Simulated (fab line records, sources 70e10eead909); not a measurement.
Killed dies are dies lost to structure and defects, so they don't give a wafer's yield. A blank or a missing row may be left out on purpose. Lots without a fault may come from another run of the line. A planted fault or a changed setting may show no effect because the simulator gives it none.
Chamber matching | flow nand_harc | NHARC_A_M0_PRE_CLEAN_31 on pecvd-03: 3 sister chambers
The step time 12 s. 3 wafers are shown with their chamber, then 8 later ones without.

WAFERS WITH THEIR CHAMBER
wafer  | chamber | heater_power_w (W)
L080.1 | 0       | 588
L082.4 | 2       | 649
L088.1 | 1       | 721

WAFERS WITHOUT THEIR CHAMBER
wafer  | heater_power_w (W)
L088.2 | 644
L088.3 | 662
L089.1 | 654
L089.3 | 635
L089.5 | 652
L091.2 | 669
L091.5 | 653
L091.6 | 634

WHICH CHAMBER EACH WENT THROUGH
wafer  | from the rows above | in truth
L088.2 | 2                   | 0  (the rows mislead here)
L088.3 | 2                   | 2
L089.1 | 2                   | 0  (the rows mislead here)
L089.3 | 2                   | 2
L089.5 | 2                   | 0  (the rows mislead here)
L091.2 | 2                   | 2
L091.5 | 2                   | 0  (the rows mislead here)
L091.6 | 2                   | 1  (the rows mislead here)
Placed correctly: 3 of 8. Can't be placed from these rows: 0. Placed wrongly: 5.
How it was worked out, from the rows above alone: a wafer's distance from a chamber is the root of the sum, over the readings, of the square of ((its reading less the chamber's mean) divided by the reading's scatter). The wafer belongs to the nearest chamber; if the next one is less than 2 further off, it can't be placed. A chamber's mean is the mean of its shown wafers. The scatter: with one shown wafer a chamber, the root of the mean of the squares of how far each hidden wafer lies from its nearest shown one.
